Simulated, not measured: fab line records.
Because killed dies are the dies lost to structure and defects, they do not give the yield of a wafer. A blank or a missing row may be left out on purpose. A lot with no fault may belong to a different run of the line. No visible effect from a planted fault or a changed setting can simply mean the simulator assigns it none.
fab line records	flow n5-finfet
[record] lots = 6	wafers = 15	last-day = 17
route steps=1938 shown HKMG_FIN@454 GATE_CUT@465 PASSIVATION@1936
lots that met no fault: taken from a fault-free run of the same line
start-h: hours from the record's opening day to when the first of the lot's shown wafers began	wait-h: hours since the lot's step before	" same as the row above	L1.1+2: a single row standing in for several wafers	- no value, or no start was given	* or withheld: withheld	< > ~ a bound
route shown NAME@n: names a module that has steps shown in the file, with the first one's number in the route	usual: average and standard deviation across the fault-free wafers	same: alike in all rows	chamber/n: place in a boat	sites: each site's reading	_std_site: standard deviation across them	_edge_site: the outer-site mean with the inner-site mean subtracted	radius-mm: how far each site lies from the wafer's centre	mask NAME#n: copy n	behind: tool/chamber where the wafer was last shaped	hold: what put the lot on hold/how long, in hours/how the hold closed	device: whichever transistor did not switch (one of n, p or np)	end of line: the route-end tests of the same wafers	where a step has no rows: the recipe by itself	killed: dies that structure and defects cost at the first sort, which is not the same as the wafer's yield	map: shows each die of a wafer: x if killed, . if not, _ if none is there
set.NAME: the setting that was run; set.NAME@STEP: the one run at that earlier step	model.NAME: the simulator's own value behind a step, which no gauge read
lots at selected steps of the route; one table per step, one row per wafer
services: when a tool's chamber went out of use (start-h, in hours from the record's first day, below 0 if earlier), for how many hours, and the reason
[[steps]]
[step N5_HKMG_FIN_ETCHBACK_68]
[recipe] chemistry = Cl2/Ar	stop-on = HfO2	target-depth-a = 5	pressure-mtorr = 10	icp-w = 600	bias-w = 60	Cl2_flow_sccm = 40	Ar_flow_sccm = 60
[step N5_HKMG_FIN_STRIP_69]
[recipe] chemistry = N2/H2	power-w = 2500	temp-c = 300	h2-frac = 0.65	time-s = 360	pressure-mtorr = withheld	n2-flow-sccm = 1750	h2-flow-sccm = 3250
[step N5_HKMG_FIN_ALD_21]
[recipe] material = TiN	target-thk-a = 15	temp-c = 400	ald-precursor-family = TiCl4	ald-co-reactant = NH3	pulse-time-s = 1	purge-time-s = 3	co-reactant-purge-time-s = 2	co-reactant-pulse-time-s = 2	ald-cycles = 68	pressure-torr = 3
[step N5_HKMG_FIN_ALD_72]
[recipe] material = W	target-thk-a = 20	temp-c = 300	pressure-torr = 7.5	ald-precursor-family = WF6	ald-co-reactant = B2H6	pulse-time-s = 1	purge-time-s = 2	co-reactant-purge-time-s = 2	co-reactant-pulse-time-s = 3	ald-cycles = 7
[step N5_HKMG_FIN_W_FILL_22]
[recipe] material = W	target-thk-a = 600	temp-c = 400	pressure-torr = 39.4	time-s = 18.2
[usual] heater-power-w = 859/44	throttle-valve-pct = 18.6/0.75
lot.wafer	tool	chamber	start-h	wait-h	heater-power-w	throttle-valve-pct
L382.1	cvd-w-02	0	96.81	0.0	801	17.9
L382.2	"	1	"	"	862	18.5
L386.3	cvd-w-02	1	122.32	0.0	888	18.4
L386.5	"	0	"	"	802	18.0
L390.1	cvd-w-02	1	146.95	0.0	850	18.2
L390.3	"	1	"	"	852	18.5
L390.6	"	1	"	"	852	18.7
L392.1	cvd-w-02	0	156.84	0.0	809	18.0
L392.2	"	1	"	"	862	18.1
L392.4	"	1	"	"	866	18.4
L397.4	cvd-w-01	0	185.31	0.0	915	20.4
L397.5	"	0	"	"	902	20.2
L402.1	cvd-w-02	1	221.42	0.0	870	18.5
L402.3	"	0	"	"	801	18.2
L402.5	"	1	"	"	849	18.5
[step N5_HKMG_FIN_PRECLEAN_83]
[recipe] chemistry = DIW	time-s = 57.5	temp-c = 23
[step N5_HKMG_FIN_SRD_84]
[recipe] dry-time-s = 32	dry = n2-spin	spin-rpm = 1500
[step N5_HKMG_FIN_CMP_23]
[recipe] stop-on = SiNx	t-overpolish-s = 10	post-cmp-clean = rinse-only	down-force-psi = 4	platen-rpm = 50.289	pad-velocity-m-s = 1.0006	target-thk-nm = 46.326
[usual] motor-current-A = 11.8/1.2	overpolish-run-s = 9.98/0.15	platen-rpm = 50.28/0.038	slurry-filter-dp-kPa = 13.51/0.13	time-to-endpoint-s = 13/3.5
[same] t-overpolish-s = 10
lot.wafer	tool	chamber	start-h	wait-h	motor-current-A	overpolish-run-s	platen-rpm	slurry-filter-dp-kPa	time-to-endpoint-s
L382.2	cmp-04	3	97.00	0.1	14.1	10.01	50.25	13.49	6
L382.1	"	1	"	"	10.4	10.00	50.25	13.74	17
L386.3	cmp-01	3	122.42	0.0	12.5	10.00	50.30	13.50	18
L386.5	"	3	"	"	12.4	9.98	50.22	13.30	18
L390.1	cmp-02	0	147.06	0.0	10.3	10.00	50.31	13.44	10
L390.3	"	2	"	"	11.9	9.99	50.32	13.39	16
L390.6	"	0	"	"	10.5	10.01	50.26	13.25	14
L392.4	cmp-02	3	157.04	0.1	9.8	10.00	50.34	13.41	15
L392.1	"	0	"	"	10.5	9.99	50.29	13.68	10
L392.2	"	1	"	"	13.0	10.00	50.31	13.35	14
L397.4	cmp-01	2	185.41	0.0	10.6	10.01	50.22	13.67	12
L397.5	"	3	"	"	13.2	10.00	50.31	13.36	15
L402.3	cmp-02	3	221.53	0.0	10.4	9.99	50.35	13.48	17
L402.1	"	0	"	"	10.8	10.01	50.20	13.39	14
L402.5	"	3	"	"	9.8	10.00	50.28	13.61	18
[step N5_HKMG_FIN_CMP_94]
[recipe] stop-on = SiNx	post-cmp-clean = w-dilute-nh4oh	t-overpolish-s = 4.7	down-force-psi = 4	platen-rpm = 50.289	pad-velocity-m-s = 1.0006	target-thk-nm = 43.299
[step N5_HKMG_FIN_INSPECT_28]
[recipe] inspect-instrument = darkfield	mode = post-cmp
[usual] raw-defect-count = 40/18
lot.wafer	tool	chamber	start-h	wait-h	raw-defect-count
L382.1	defect-inspect-01	-	97.63	0.0	15
L382.2	"	-	"	"	25
L386.3	defect-inspect-01	-	123.14	0.0	26
L386.5	"	-	"	"	28
L390.1	defect-inspect-01	-	147.77	0.0	18
L390.3	"	-	"	"	40
L390.6	"	-	"	"	36
L392.1	defect-inspect-01	-	157.67	0.0	33
L392.2	"	-	"	"	31
L392.4	"	-	"	"	49
L397.4	defect-inspect-01	-	186.12	0.0	58
L397.5	"	-	"	"	23
L402.1	defect-inspect-02	-	222.24	0.0	45
L402.3	"	-	"	"	39
L402.5	"	-	"	"	30
[step N5_GATE_CUT_ETCHBACK_00]
[recipe] chemistry = SF6/Cl2	target = W	pressure-mtorr = 8	icp-w = 900	bias-w = 80	SF6_flow_sccm = 40	Cl2_flow_sccm = 60
[step N5_GATE_CUT_ETCH_56]
[recipe] chemistry = Cl2/Ar	target = TiN	target-depth-a = 216	pressure-mtorr = 10	icp-w = 600	bias-w = 60	Cl2_flow_sccm = 40	Ar_flow_sccm = 60
[usual] bias-w = 60.00/0.17	drypump-motor-current-A = 5.88/0.25	he-backside-leak-sccm = 3.44/0.23	mfc-cl2-sccm = 40.00/0.11	oes-product-au = 0.78/0.075	throttle-valve-pct = 20.99/0.29
lot.wafer	tool	chamber	start-h	wait-h	bias-w	drypump-motor-current-A	he-backside-leak-sccm	mfc-cl2-sccm	oes-product-au	rf-hours-counter-h	throttle-valve-pct
L382.1	rie-metal-03	0	97.78	0.1	60.04	5.80	3.51	39.93	0.82	15	20.90
L382.2	"	1	"	"	60.05	5.56	3.48	39.91	0.83	22	20.92
L386.3	rie-metal-02	0	123.32	0.1	60.01	6.03	3.18	40.03	0.77	-	20.77
L386.5	"	0	"	"	60.18	6.03	2.91	39.92	0.77	-	20.76
L390.1	rie-metal-02	1	147.92	0.1	60.18	5.67	3.37	39.85	0.60	110	21.71
L390.3	"	0	"	"	60.00	6.03	2.99	40.00	0.76	-	20.77
L390.6	"	0	"	"	60.31	6.07	3.20	40.06	0.76	-	20.77
L392.1	rie-metal-02	1	157.82	0.1	59.83	5.66	3.43	40.13	0.60	112	21.72
L392.2	"	0	"	"	60.08	6.04	3.16	39.90	0.76	56	20.77
L392.4	"	1	"	"	59.85	5.67	3.65	40.04	0.60	-	21.70
L397.4	rie-metal-03	0	186.30	0.1	59.65	5.80	3.43	40.04	0.79	-	20.94
L397.5	"	0	"	"	60.17	5.80	3.35	39.85	0.79	-	20.92
L402.1	rie-metal-01	1	222.40	0.1	60.04	5.98	3.32	39.80	0.76	51	20.77
L402.3	"	1	"	"	60.16	6.02	3.25	40.15	0.76	-	20.78
L402.5	"	0	"	"	60.05	6.31	3.55	40.14	0.83	-	21.07
[step N5_GATE_CUT_ETCHBACK_30]
[recipe] chemistry = Cl2/Ar	target = TiN	target-depth-a = 30	mode = isotropic	pressure-mtorr = 10	icp-w = 600	bias-w = 60	Cl2_flow_sccm = 40	Ar_flow_sccm = 60
[step N5_GATE_CUT_VAPOR_ETCH_60]
[recipe] chemistry = BCl3/Cl2	target = HfO2	mode = isotropic
[step N5_GATE_CUT_ETCH_58]
[recipe] chemistry = CH3F/O2	target = SiNx	target-depth-a = 170	time-s = 128.6	ion-energy-ev = 50	pressure-mtorr = 30	source-w = 415	bias-w = 21	Ar_flow_sccm = 150	CH3F_flow_sccm = 30	O2_flow_sccm = 20
[step N5_GATE_CUT_STRIP_59]
[recipe] chemistry = N2/H2	time-s = 20	power-w = 100	temp-c = 40	pressure-mtorr = 100	rf-frequency-hz = 6e+07	bias-power-w = 3	n2-flow-sccm = 300	h2-flow-sccm = 300
[step N5_GATE_CUT_PRECLEAN_31]
[recipe] temp-c = 23	chemistry = DIW	time-s = 300
[step N5_GATE_CUT_SRD_32]
[recipe] time-s = 30	temp-c = 23	rinse-liquid = diw	dry = ipa-marangoni
[step N5_GATE_CUT_SAC_CAP_01]
[recipe] material = SiNx	target-thk-a = 240	temp-c = 400	ald-precursor-family = SiH2I2	ald-co-reactant = N2/H2-plasma	pulse-time-s = 1	ald-cycles = 480	purge-time-s = 2	co-reactant-purge-time-s = 2	pressure-torr = 2
[step N5_GATE_CUT_PECVD_57]
[recipe] material = SiNx	target-thk-a = 210	temp-c = 400	precursor = SiH4/NH3/N2	pressure-torr = 1.5	rf-w = 300
[step N5_GATE_CUT_CMP_02]
[recipe] stop-on = SiO2	t-overpolish-s = 12.7	post-cmp-clean = alkaline-brush	down-force-psi = 2.5	platen-rpm = 51.8	pad-velocity-m-s = 1.0307	target-thk-nm = 0
[step N5_GATE_CUT_HM_DEP_46]
[recipe] material = SiO2	target-thk-a = 1300	temp-c = 400	precursor = TEOS/O2	pressure-torr = 6.5	rf-w = 900	teos-flow-sccm = 161.4	gas = O2	flow-sccm = 2650	time-s = 26.6
[step N5_GATE_CUT_COAT_34]
[recipe] resist = SOC	temp-c = 250	time-s = 60	spin-rpm = 1500	resist-thk-nm = 60
[step N5_GATE_CUT_COAT_35]
[recipe] resist = SiARC	temp-c = 220	time-s = 60	spin-rpm = 1500	resist-thk-nm = 10
[step N5_GATE_CUT_COAT_27]
[recipe] resist = underlayer	temp-c = 205	time-s = 60	spin-rpm = 1500	resist-thk-nm = 10
[step N5_GATE_CUT_COAT_07]
[recipe] resist = CAR-EUV	spin-rpm = 1500	resist-thk-nm = 30
[step N5_GATE_CUT_EBR_09]
[recipe] solvent = PGMEA	ebr-width-mm = 1.5
[step N5_GATE_CUT_SOFTBAKE_08]
[recipe] temp-c = 110	time-s = 60	resist = CAR-EUV
[step N5_GATE_CUT_EXPOSE_10]
[recipe] mask-id = GATE_CUT	na = 0.33	source-shape = annular	sigma-inner = 0.35	sigma-outer = 0.8	polarization = unpolarized	target-cd-nm = 20	dose-mj = 43.25
[step N5_GATE_CUT_PEB_11]
[recipe] peb-temp-c = 100	peb-time-s = 60	resist = CAR-EUV
[step N5_GATE_CUT_DEVELOP_12]
[recipe] develop-time-s = 30	developer = TMAH	resist = CAR-EUV	rinse-liquid = surfactant-rinse	dry = air-spin	dev-temp-c = 23
[step N5_GATE_CUT_CD_MEAS_13]
[recipe] target-cd-nm = 20	landing-energy-ev = 500	detector = se-inlens
[usual] cd-nm = 19.9/0.3
lot.wafer	tool	chamber	start-h	wait-h	cd-nm
L382.1	cd-sem-03	0	101.56	-	20.5
L382.2	"	0	"	"	19.7
L386.3	cd-sem-03	0	126.94	-	20.2
L386.5	"	0	"	"	20.3
L390.1	cd-sem-02	0	151.48	-	19.6
L390.3	"	0	"	"	19.9
L390.6	"	0	"	"	19.6
L392.1	cd-sem-01	0	161.37	-	19.9
L392.2	"	0	"	"	19.9
L392.4	"	0	"	"	20.1
L397.4	cd-sem-03	0	189.90	-	20.0
L397.5	"	0	"	"	19.6
L402.1	cd-sem-01	0	226.07	-	19.6
L402.3	"	0	"	"	19.5
L402.5	"	0	"	"	19.5
[step N5_GATE_CUT_OVL_MEAS_14]
[recipe] points-per-wafer = 522
[usual] GATE_CUT_OVL = 0.4/0.66
lot.wafer	tool	chamber	start-h	wait-h	GATE_CUT_OVL[nm]
L382.1	overlay-01	0	101.59	0.0	0.9
L382.2	"	0	"	"	1.2
L386.3	overlay-01	0	126.98	0.0	0.3
L386.5	"	0	"	"	1.1
L390.1	overlay-02	0	151.51	0.0	0.9
L390.3	"	0	"	"	0.9
L390.6	"	0	"	"	-0.1
L392.1	overlay-01	0	161.40	0.0	0.9
L392.2	"	0	"	"	1.1
L392.4	"	0	"	"	0.8
L397.4	overlay-01	0	189.99	0.1	0.0
L397.5	"	0	"	"	0.5
L402.1	overlay-02	0	226.10	0.0	0.7
L402.3	"	0	"	"	0.8
L402.5	"	0	"	"	0.6
[step N5_GATE_CUT_DESCUM_18]
[recipe] chemistry = O2	time-s = 7	source-power-w = 50	bias-power-w = 20	pressure-mtorr = 20	rf-frequency-hz = 2.712e+07	temp-c = 40	resist = CAR-EUV	o2-flow-sccm = 225
[usual] drypump-motor-current-A = 5.6/0.52	oes-product-au = 0.78/0.08	rf-vpp-V = 242.9/1.6	showerhead-plenum-p-Torr = 2.08/0.086	throttle-valve-pct = 20.52/0.25
lot.wafer	tool	chamber	start-h	wait-h	drypump-motor-current-A	oes-product-au	rf-hours-counter-h	rf-vpp-V	showerhead-plenum-p-Torr	throttle-valve-pct
L382.1	rie-diel-03	1	101.68	0.0	5.0	0.97	4	247.0	2.23	20.09
L382.2	"	0	"	"	5.9	0.69	192	243.3	2.19	20.39
L386.3	rie-diel-02	3	127.06	0.0	6.0	0.68	240	244.3	2.14	20.47
L386.5	"	1	"	"	5.5	0.72	-	243.1	2.08	20.93
L390.1	rie-diel-02	2	151.79	0.2	5.7	0.86	66	239.9	2.03	20.41
L390.3	"	0	"	"	5.8	0.75	132	240.4	1.94	20.74
L390.6	"	2	"	"	5.6	0.86	-	242.4	2.03	20.42
L392.1	rie-diel-03	0	161.90	0.4	5.9	0.68	206	243.1	2.18	20.42
L392.2	"	1	"	"	5.0	0.90	21	244.3	2.22	20.12
L392.4	"	1	"	"	5.0	0.91	-	245.1	2.22	20.14
L397.4	rie-diel-03	3	190.08	0.0	6.5	0.70	-	243.2	1.98	20.59
L397.5	"	1	"	"	5.1	0.88	-	245.2	2.22	20.14
L402.1	rie-diel-02	2	226.19	0.0	5.7	0.81	89	239.9	2.02	20.45
L402.3	"	0	"	"	5.7	0.73	154	241.2	1.93	20.77
L402.5	"	1	"	"	5.4	0.69	-	242.7	2.07	20.97
[step N5_GATE_CUT_ETCH_28]
[recipe] chemistry = N2/H2	target = underlayer	target-depth-a = 130	mask-material = CAR-EUV	time-s = 10.4	ion-energy-ev = 200	pressure-mtorr = 30	source-w = 840	bias-w = 150	n2-flow-sccm = 200	h2-flow-sccm = 200	ends = cleared
[step N5_GATE_CUT_ETCH_36]
[recipe] chemistry = CF4	target = SiARC	target-depth-a = 130	mask-material = CAR-EUV	time-s = 21.7	ion-energy-ev = 80	pressure-mtorr = 40	source-w = 545	bias-w = 36	Ar_flow_sccm = 100	cf4-flow-sccm = 100	ends = cleared
[usual] bias-w = 35.99/0.1	drypump-motor-current-A = 5.6/0.52	etch-rf-on-time-s = 22.0/0.77	oes-product-au = 0.66/0.069	rf-vpp-V = 183.9/1.3	showerhead-plenum-p-Torr = 2.13/0.089	throttle-valve-pct = 15.72/0.25
lot.wafer	tool	chamber	start-h	wait-h	bias-w	drypump-motor-current-A	etch-rf-on-time-s	oes-product-au	rf-hours-counter-h	rf-vpp-V	showerhead-plenum-p-Torr	throttle-valve-pct
L382.1	rie-diel-03	1	101.73	0.0	35.95	5.0	21.9	0.81	4	185.5	2.28	15.23
L382.2	"	0	"	"	35.90	5.9	21.8	0.59	192	186.0	2.23	15.64
L386.3	rie-diel-02	3	127.11	0.0	36.06	6.0	23.6	0.57	240	183.0	2.21	15.77
L386.5	"	1	"	"	35.99	5.5	21.9	0.60	-	185.5	2.12	16.05
L390.1	rie-diel-02	2	151.85	0.0	35.90	5.7	21.8	0.72	66	182.9	2.08	15.49
L390.3	"	0	"	"	36.08	5.7	22.4	0.63	132	183.4	2.00	15.93
L390.6	"	2	"	"	35.93	5.7	21.7	0.73	-	183.4	2.08	15.49
L392.1	rie-diel-03	0	161.95	0.0	36.01	5.9	22.4	0.59	206	184.8	2.22	15.66
L392.2	"	1	"	"	35.96	5.0	22.0	0.77	21	186.5	2.27	15.30
L392.4	"	1	"	"	36.04	5.0	21.9	0.77	-	185.5	2.27	15.28
L397.4	rie-diel-03	3	190.13	0.0	36.02	6.5	22.3	0.59	-	183.5	2.03	15.76
L397.5	"	1	"	"	36.00	5.0	22.1	0.75	-	186.5	2.27	15.30
L402.1	rie-diel-02	2	226.24	0.0	36.13	5.7	22.2	0.69	89	182.4	2.07	15.52
L402.3	"	0	"	"	36.05	5.8	22.0	0.63	154	182.0	1.99	15.96
L402.5	"	1	"	"	36.09	5.4	22.3	0.58	-	184.1	2.11	16.11
[step N5_GATE_CUT_ETCH_37]
[recipe] chemistry = N2/H2	target = SOC	target-depth-a = 600	overetch-a = 120	mask-material = SiARC	temp-c = 40	time-s = 90	ion-energy-ev = 200	pressure-mtorr = 30	source-w = 840	bias-w = 150	n2-flow-sccm = 200	h2-flow-sccm = 200
[usual] bias-w = 150.0/0.43	drypump-motor-current-A = 5.6/0.52	oes-product-au = 0.70/0.065	rf-vpp-V = 524/3	showerhead-plenum-p-Torr = 2.52/0.1	throttle-valve-pct = 17.88/0.3
lot.wafer	tool	chamber	start-h	wait-h	bias-w	drypump-motor-current-A	oes-product-au	rf-hours-counter-h	rf-vpp-V	showerhead-plenum-p-Torr	throttle-valve-pct
L382.1	rie-diel-03	1	101.76	0.0	150.4	5.0	0.85	4	529	2.72	17.56
L382.2	"	0	"	"	150.0	6.0	0.63	192	526	2.64	17.72
L386.3	rie-diel-02	3	127.14	0.0	149.9	6.0	0.63	240	527	2.63	17.95
L386.5	"	1	"	"	149.7	5.4	0.63	-	524	2.50	18.18
L390.1	rie-diel-02	2	151.87	0.0	149.2	5.6	0.76	66	521	2.45	17.71
L390.3	"	0	"	"	150.1	5.7	0.68	132	519	2.36	18.25
L390.6	"	2	"	"	149.5	5.6	0.77	-	520	2.45	17.70
L392.1	rie-diel-03	0	161.98	0.0	149.6	6.0	0.62	206	526	2.63	17.75
L392.2	"	1	"	"	150.5	5.0	0.81	21	530	2.72	17.60
L392.4	"	1	"	"	150.3	5.0	0.81	-	527	2.72	17.58
L397.4	rie-diel-03	3	190.18	0.0	150.4	6.5	0.63	-	521	2.40	17.83
L397.5	"	1	"	"	150.3	5.1	0.79	-	529	2.71	17.62
L402.1	rie-diel-02	2	226.27	0.0	150.0	5.6	0.74	89	523	2.45	17.76
L402.3	"	0	"	"	150.1	5.7	0.66	154	519	2.35	18.29
L402.5	"	1	"	"	149.8	5.5	0.61	-	523	2.49	18.22
[step N5_GATE_CUT_STRIP_38]
[recipe] chemistry = N2/H2	temp-c = 40	n2-flow-sccm = 200	h2-flow-sccm = 200	rf-frequency-hz = 6e+07
[step N5_GATE_CUT_STRIP_39]
[recipe] chemistry = N2/H2	temp-c = 40	n2-flow-sccm = 200	h2-flow-sccm = 200	rf-frequency-hz = 6e+07
[step N5_PASSIVATION_PROBE_49]
[usual] killed_at_M0_to_M3 = 32/9.3	killed_at_M4_up = 14/4.9	killed-at-contacts = 15/7.5	killed-at-front-end = 40/11	killed-at-other = 4/3.3	killed-dies = 104/17	killed-on-rim = 13/4.2	killed-open = 68/14	killed-short = 33/7.9
[same] gross-dies = 1180	killed-at-back-side = 0
lot.wafer	tool	chamber	start-h	wait-h	killed_at_M0_to_M3	killed_at_M4_up	killed-at-contacts	killed-at-front-end	killed-at-other	killed-dies	killed-on-rim	killed-open	killed-short
L382.1	prober-02	-	287.81	0.0	31	11	30	21	1	94	21	58	35
L382.2	prober-02	-	287.86	0.1	52	8	29	29	4	122	8	70	37
L390.1	prober-02	-	324.86	0.0	29	8	10	118	1	166	34	50	38
L390.3	prober-02	-	324.96	0.1	32	20	11	172	1	236	29	68	37
L390.6	prober-02	-	325.11	0.3	33	10	4	155	0	202	30	43	36
L392.1	prober-02	-	346.06	0.0	25	15	19	130	9	198	33	79	39
L392.2	prober-02	-	346.11	0.1	46	11	27	162	6	252	32	88	31
L392.4	prober-02	-	346.21	0.2	45	24	23	144	4	240	47	102	39
// killed by level:class
L382.1 MOL_CONTACT_COAG:geometric-particle:open=25 BEOL_M0_SAQP:geometric-particle:short=9 MOL_CONTACT_COAG:geometric-particle:short=5 BEOL_M5:geometric-particle:open=5 BEOL_M1:geometric-particle:open=4 BEOL_M0_SAQP:geometric-particle:open=4 BEOL_M2:geometric-particle:open=4 BEOL_M3:geometric-particle:short=4
L382.2 MOL_CONTACT_COAG:geometric-particle:open=16 BEOL_M0_SAQP:geometric-particle:open=15 BEOL_M0_SAQP:geometric-particle:short=13 MOL_CONTACT_COAG:area-etch=9 BEOL_M1:geometric-particle:open=8 FIN_SAQP:geometric-particle:open=6 BEOL_M2:geometric-particle:open=6 HKMG_FIN:area-etch=6
L390.1 GATE_CUT:unspecified=78 FIN_SAQP:geometric-particle:short=12 BEOL_M3:geometric-particle:open=9 FIN_SAQP:geometric-particle:open=6 MOL_CONTACT_COAG:geometric-particle:open=6 STI_FIN_REVEAL:geometric-particle:open=5 BEOL_M0_SAQP:geometric-particle:open=5 BEOL_M0_SAQP:geometric-particle:short=5
L390.3 GATE_CUT:unspecified=129 FIN_SAQP:geometric-particle:open=10 FIN_SAQP:geometric-particle:short=10 BEOL_M4:geometric-particle:open=10 MOL_CONTACT_COAG:geometric-particle:open=9 BEOL_M3:geometric-particle:open=8 BEOL_M0_SAQP:geometric-particle:short=8 BEOL_M2:geometric-particle:open=5
L390.6 GATE_CUT:unspecified=122 FIN_SAQP:geometric-particle:short=15 BEOL_M0_SAQP:geometric-particle:open=14 BEOL_M0_SAQP:geometric-particle:short=9 FIN_SAQP:geometric-particle:open=8 BEOL_M2:geometric-particle:open=6 BEOL_M4:geometric-particle:short=3 DUMMY_GATE:geometric-particle:open=2
L392.1 GATE_CUT:unspecified=77 MOL_CONTACT_COAG:geometric-particle:open=15 FIN_SAQP:geometric-particle:open=10 STI_FIN_REVEAL:geometric-particle:open=10 BEOL_M4:geometric-particle:open=10 GATE_CUT:geometric-particle:short=8 STI_FIN_REVEAL:geometric-particle:short=7 BEOL_M2:geometric-particle:open=5
L392.2 GATE_CUT:unspecified=132 MOL_CONTACT_COAG:geometric-particle:open=24 STI_FIN_REVEAL:geometric-particle:open=14 BEOL_M0_SAQP:geometric-particle:open=14 BEOL_M0_SAQP:geometric-particle:short=7 BEOL_M0:geometric-particle:open=7 GATE_CUT:geometric-particle:open=5 BEOL_M2:geometric-particle:short=5
L392.4 GATE_CUT:unspecified=85 MOL_CONTACT_COAG:geometric-particle:open=17 HKMG_FIN:area-etch=14 BEOL_M3:geometric-particle:open=13 BEOL_M4:geometric-particle:open=12 STI_FIN_REVEAL:geometric-particle:open=10 BEOL_M2:geometric-particle:open=10 FIN_SAQP:geometric-particle:open=7
// map L390.3 (x killed, . not)
_________________x...........________________
______________...x.............._____________
___________........x..x...x........__________
__________.x.x.........x....xx......_________
________..x..........x...x............_______
_______.x....................x...x.....______
______....x..x.....x...................._____
_____x.....xx..........x.................____
____...............x.x....................___
___..........x......x............x.........__
___x.x.....x...x..............xx..x........__
__...x............x....x...............x...x_
__....x.....x.......x......................._
_.....x......x.........x.....................
_..................x....x............x.......
_..x.....x........x....x.x...x..x.x..........
_.......x....................x....x..x.......
_.x...x..........x..........................x
_.x.....xxx.......x...x.......x..x...........
_...x.......x..x....x........x....x......x...
_.......................x............x.....x.
__.x.......x......................x...x....x_
__....x...............x........x..x........._
___...............xx.x.x...................__
___............x....xx.x..x.......x........__
____x.x.......xx..xxxxx.xx.x..............___
_____..x.......xxxxxxxxxx....xx....x....x____
______..xx.xxxxxxxxxxxxxxxxx.x........x._____
_______....x..xxxxxxxxxxxxx....x.......______
________......xxxxxxxxxxxxxxxx........_______
__________...xxxxxxxxxxxxxxxx......._________
___________x.x.xxxxxxxxxxxxxx......__________
______________xxxxxxxxxxxxxx...._____________
_________________xxxxxxxx.x..________________
// map L392.2 (x killed, . not)
_________________............________________
______________...xx............._____________
___________.........x.............x__________
__________..x.x.x....x.............x_________
________.x...............x............_______
_______x...x......x..x....x............______
______.................................._____
_____.x...........x...........x.x...xx...____
____......xx.....................x........___
___.........x..x..x...x....xx..............__
___x......xx......x........x.......x.......__
__......x......x...............x..x........._
__.................x........................_
_...x..x...................x............x...x
_.....x.x....x....x..........................
_x..............x...x..x.x.....xx...........x
_.....xx.xx.x......x...x..x..x...........x...
_.x............x.......x...xx.......x.x......
_........x.x.xx...x.......x.......x.x........
_.........x....x.......x........xxx.....x....
_...x...x...........x..x....x...x............
__......x..............x...................._
__...............................x.x........_
___x........xx.....x..x....................__
___......x...x..xxxxx.xxx.x.....x..x..x....__
____..........x.xxxxxx.x....x..........x..___
_____.........xxxxxxxxxxx............x.x.____
______.......xxxxxxxxxxxxx.x............_____
_______...x..xxxxxxxxxxxxxx.x.x.......x______
________....xxxxxxxxxxxxxxxxxx....x..._______
__________...xxxxxxxxxxxxxxxx......x_________
___________..xxxxxxxxxxxxxxxx....x.__________
______________xxxxxxxxxxxxx..x.._____________
_________________xxxxxxxxxx..________________
[[services]]
tool	chamber	start-h	hours	kind
rie-metal-01	-	76.78	1.8	repair
cmp-01	-	77.63	3.9	repair
cmp-01	-	91.16	17.3	pm
rie-metal-02	1	99.95	16.6	repair
cvd-w-01	-	101.10	0.8	repair
cvd-w-01	1	104.32	1.4	repair
cvd-w-01	0	109.67	6.7	repair
rie-diel-03	0	115.96	8.9	repair
rie-metal-03	-	125.06	2.8	pm
cmp-02	-	132.10	4.0	pm
cvd-w-01	0	133.75	12.6	repair
cmp-02	-	136.10	-	consumable-replace:conditioner
cmp-02	-	136.10	-	consumable-replace:pad
cmp-01	-	141.81	1.9	repair
cmp-04	-	145.70	4.9	pm
rie-diel-02	3	159.07	-	clean
rie-diel-02	3	159.07	-	consumable-replace:focus-ring
rie-diel-02	3	159.07	16.3	scheduled-down
rie-diel-02	3	159.07	16.3	vent-cycle
cmp-04	-	184.76	10.6	repair
cmp-01	-	187.15	1.7	repair
cmp-01	-	207.58	2.0	repair
cmp-02	-	225.38	0.5	repair
[[key]]
[first-sign] step = N5_PASSIVATION_PROBE_49	reading = killed-at-front-end	direction = up	sigmas = 9.6	usual = 40	struck = 147
[effect] step = N5_PASSIVATION_PROBE_49	reading = killed-dies	direction = up	sigmas = 6.6	usual = 104	struck = 216
[more-kills-born-at] N5_GATE_CUT_ETCH_56@rie-metal-02 = 623
met-at N5_GATE_CUT_ETCH_56
struck-wafers L390.1,L390.3,L390.6,L392.1,L392.2,L392.4
tester-left-out L390,L392
[baseline-loss] step = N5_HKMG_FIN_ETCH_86	wafers = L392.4
onset-between 123.32 147.92
[fault] kind = chamber-particle-source	tool = rie-metal-02	chamber = -	onset-h = 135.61	steps = N5_GATE_CUT_ETCH_56	rate-per-visit-cm2 = 1.8378	end-h = 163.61
// tester-left-out: of these lots the tester's yield and bins aren't shown, on N5 and GAA mostly nor the transistor test; their killed dies are dies lost to structure and defects alone, not to doping, threshold or leakage, so they don't give the yield
// baseline-loss: these wafers lose ten dies or more at that step, a loss of the line's own and not of a fault; the sort's usual values leave them out
